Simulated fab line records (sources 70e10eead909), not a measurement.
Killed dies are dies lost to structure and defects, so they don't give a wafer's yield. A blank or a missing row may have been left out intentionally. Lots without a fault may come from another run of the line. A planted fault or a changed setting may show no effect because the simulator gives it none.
Commonality check across tools / flow nand-harc / 45 wafers sampled across 15 lots

## THE REASON FOR OPENING IT
On 3 of the 15 lots, a flag is raised at NHARC_A_CHANNEL_HOLE_D2_CD_MEAS_31 on the reading cd-nm. Fault-free wafers read 89.7 nm, with a standard deviation of 1.5.
Rule: flag the lot when none of its wafers has a number, or when each of its wafers that has one lies beyond 4 standard deviations from that mean. All remaining lots are regarded as sound.

lot=L840; measured=day 16 01:22; on=cd-sem-03; cd-nm (nm), wafer by wafer=88.3 90.4 89.5; flag=
lot=L843; measured=day 17 01:47; on=cd-sem-01; cd-nm (nm), wafer by wafer=-0.3 1.1 1.1; flag=FLAGGED
lot=L844; measured=day 17 16:47; on=cd-sem-01; cd-nm (nm), wafer by wafer=0.8 -0.1 2.1; flag=FLAGGED
lot=L846; measured=day 18 04:11; on=cd-sem-02; cd-nm (nm), wafer by wafer=-0.4 -0.5 -0.8; flag=FLAGGED
lot=L845; measured=day 18 07:11; on=cd-sem-03; cd-nm (nm), wafer by wafer=91.2 88.1 90.4; flag=
lot=L848; measured=day 19 02:35; on=cd-sem-01; cd-nm (nm), wafer by wafer=88.8 92.5 89.6; flag=
lot=L849; measured=day 19 03:18; on=cd-sem-01; cd-nm (nm), wafer by wafer=87.1 90.2 89.9; flag=
lot=L850; measured=day 19 09:08; on=cd-sem-02; cd-nm (nm), wafer by wafer=89.5 90.3 90.5; flag=
lot=L852; measured=day 20 03:40; on=cd-sem-02; cd-nm (nm), wafer by wafer=90.4 85.8 86.5; flag=
lot=L854; measured=day 21 05:49; on=cd-sem-03; cd-nm (nm), wafer by wafer=91.8 90.5 90.3; flag=
lot=L853; measured=day 21 07:37; on=cd-sem-01; cd-nm (nm), wafer by wafer=89.7 89.3 91.4; flag=
lot=L855; measured=day 21 20:11; on=cd-sem-01; cd-nm (nm), wafer by wafer=89.9 89.7 88.0; flag=
lot=L856; measured=day 22 03:43; on=cd-sem-01; cd-nm (nm), wafer by wafer=87.0 89.6 91.3; flag=
lot=L857; measured=day 22 19:14; on=cd-sem-01; cd-nm (nm), wafer by wafer=89.1 91.0 91.6; flag=
lot=L858; measured=day 23 08:50; on=cd-sem-02; cd-nm (nm), wafer by wafer=90.7 90.5 90.3; flag=
The mean of the flagged lots' numbers is 0.3 nm, -89.4 nm from the usual (-60 standard deviations).

## WHICH TOOL EACH LOT WENT THROUGH
Before the reading, the record contains 2 process steps out of a 1302-step route. Every cell lists first the tool, next ch and the chambers used by the sampled wafers, and last the start.
lot=L840; flag=; NHARC_A_CHANNEL_HOLE_D2_ETCH_34=rie-diel-08 ch 0,2, day 15 16:05 or earlier; NHARC_A_CHANNEL_HOLE_D2_ETCH_25=har-etch-01 ch 1, day 15 22:31
lot=L843; flag=FLAGGED; NHARC_A_CHANNEL_HOLE_D2_ETCH_34=rie-diel-04 ch 0,2,3, day 16 20:09 or earlier; NHARC_A_CHANNEL_HOLE_D2_ETCH_25=har-etch-01 ch 0,1, day 16 23:07
lot=L844; flag=FLAGGED; NHARC_A_CHANNEL_HOLE_D2_ETCH_34=rie-diel-08 ch 1,2, day 17 10:34 or earlier; NHARC_A_CHANNEL_HOLE_D2_ETCH_25=har-etch-01 ch 0,1, day 17 14:19
lot=L846; flag=FLAGGED; NHARC_A_CHANNEL_HOLE_D2_ETCH_34=rie-diel-08 ch 1,2,3, day 17 22:35 or earlier; NHARC_A_CHANNEL_HOLE_D2_ETCH_25=har-etch-01 ch 0,1, day 18 01:43
lot=L845; flag=; NHARC_A_CHANNEL_HOLE_D2_ETCH_34=rie-diel-09 ch 1,2,3, day 17 23:18 or earlier; NHARC_A_CHANNEL_HOLE_D2_ETCH_25=har-etch-02 ch 0,1, day 18 04:42
lot=L848; flag=; NHARC_A_CHANNEL_HOLE_D2_ETCH_34=rie-diel-09 ch 2,3, day 18 21:00 or earlier; NHARC_A_CHANNEL_HOLE_D2_ETCH_25=har-etch-02 ch 0,1, day 18 23:58
lot=L849; flag=; NHARC_A_CHANNEL_HOLE_D2_ETCH_34=rie-diel-09 ch 0,2,3, day 18 21:42 or earlier; NHARC_A_CHANNEL_HOLE_D2_ETCH_25=har-etch-01 ch 0,1, day 19 00:41
lot=L850; flag=; NHARC_A_CHANNEL_HOLE_D2_ETCH_34=rie-diel-08 ch 0,1,3, day 19 03:32 or earlier; NHARC_A_CHANNEL_HOLE_D2_ETCH_25=har-etch-02 ch 1, day 19 06:31
lot=L852; flag=; NHARC_A_CHANNEL_HOLE_D2_ETCH_34=rie-diel-08 ch 2,3, day 19 21:15 or earlier; NHARC_A_CHANNEL_HOLE_D2_ETCH_25=har-etch-02 ch 0,1, day 20 01:03
lot=L854; flag=; NHARC_A_CHANNEL_HOLE_D2_ETCH_34=rie-diel-08 ch 0,2,3, day 21 00:13 or earlier; NHARC_A_CHANNEL_HOLE_D2_ETCH_25=har-etch-02 ch 0,1, day 21 03:11
lot=L853; flag=; NHARC_A_CHANNEL_HOLE_D2_ETCH_34=rie-diel-04 ch 0,2, day 21 02:02 or earlier; NHARC_A_CHANNEL_HOLE_D2_ETCH_25=har-etch-01 ch 0, day 21 05:00
lot=L855; flag=; NHARC_A_CHANNEL_HOLE_D2_ETCH_34=rie-diel-08 ch 1,3, day 21 14:37 or earlier; NHARC_A_CHANNEL_HOLE_D2_ETCH_25=har-etch-01 ch 0,1, day 21 17:43
lot=L856; flag=; NHARC_A_CHANNEL_HOLE_D2_ETCH_34=rie-diel-08 ch 0,1,3, day 21 22:08 or earlier; NHARC_A_CHANNEL_HOLE_D2_ETCH_25=har-etch-02 ch 0,1, day 22 01:05
lot=L857; flag=; NHARC_A_CHANNEL_HOLE_D2_ETCH_34=rie-diel-08 ch 0,3, day 22 13:07 or earlier; NHARC_A_CHANNEL_HOLE_D2_ETCH_25=har-etch-02 ch 0,1, day 22 16:37
lot=L858; flag=; NHARC_A_CHANNEL_HOLE_D2_ETCH_34=rie-diel-04 ch 0,1,2, day 23 03:14 or earlier; NHARC_A_CHANNEL_HOLE_D2_ETCH_25=har-etch-01 ch 0,1, day 23 06:22
What the steps here do:
- NHARC_A_CHANNEL_HOLE_D2_ETCH_34: etches the open film in CF4/CHF3, target depth 154 nm, time 77 s.
- NHARC_A_CHANNEL_HOLE_D2_ETCH_25: etches the open film in C4F8/O2/Ar, time 1040.2 s, target depth 1500 nm.
- NHARC_A_CHANNEL_HOLE_D2_CD_MEAS_31

## FLAGGED OVER TOTAL, TOOL BY TOOL (the gauges that took the reading come last)
step=NHARC_A_CHANNEL_HOLE_D2_ETCH_34; tool=rie-diel-04; lots run=3; flagged=1; share of the flagged lots=some; sound lots run after its first flagged lot=2 (L853,L858)
step=NHARC_A_CHANNEL_HOLE_D2_ETCH_34; tool=rie-diel-08; lots run=9; flagged=2; share of the flagged lots=some; sound lots run after its first flagged lot=6 (L850,L852,L854,L855,L856,L857)
step=NHARC_A_CHANNEL_HOLE_D2_ETCH_34; tool=rie-diel-09; lots run=3; flagged=0; share of the flagged lots=none; sound lots run after its first flagged lot=-
step=NHARC_A_CHANNEL_HOLE_D2_ETCH_25; tool=har-etch-01; lots run=8; flagged=3; share of the flagged lots=all; sound lots run after its first flagged lot=4 (L849,L853,L855,L858)
step=NHARC_A_CHANNEL_HOLE_D2_ETCH_25; tool=har-etch-02; lots run=7; flagged=0; share of the flagged lots=none; sound lots run after its first flagged lot=-
step=NHARC_A_CHANNEL_HOLE_D2_CD_MEAS_31; tool=cd-sem-01; lots run=8; flagged=2; share of the flagged lots=some; sound lots run after its first flagged lot=6 (L848,L849,L853,L855,L856,L857)
step=NHARC_A_CHANNEL_HOLE_D2_CD_MEAS_31; tool=cd-sem-02; lots run=4; flagged=1; share of the flagged lots=some; sound lots run after its first flagged lot=3 (L850,L852,L858)
step=NHARC_A_CHANNEL_HOLE_D2_CD_MEAS_31; tool=cd-sem-03; lots run=3; flagged=0; share of the flagged lots=none; sound lots run after its first flagged lot=-
NHARC_A_CHANNEL_HOLE_D2_ETCH_34: start missing for some lots; hours and lot order therefore follow NHARC_A_CHANNEL_HOLE_D2_CD_MEAS_18.

## WHAT THE TABLE ALLOWS
1 row of the table ran every flagged lot: har-etch-01 at NHARC_A_CHANNEL_HOLE_D2_ETCH_25.
- har-etch-01 at NHARC_A_CHANNEL_HOLE_D2_ETCH_25 ran 8 lots, 3 of them flagged. After the first flagged lot (L849, L853, L855, L858), sound lots still ran on it; a lasting fault on the whole tool would not permit that. On the flagged lots its readings are blank where sound lots have values: c4f8-flow-sccm, chamber-pressure-mTorr, drypump-motor-current-A, he-backside-leak-sccm and 2 more.
Not one row of the table ran every flagged lot while running no sound lot after the first.

## WHAT THE SIMULATOR HAD INSERTED
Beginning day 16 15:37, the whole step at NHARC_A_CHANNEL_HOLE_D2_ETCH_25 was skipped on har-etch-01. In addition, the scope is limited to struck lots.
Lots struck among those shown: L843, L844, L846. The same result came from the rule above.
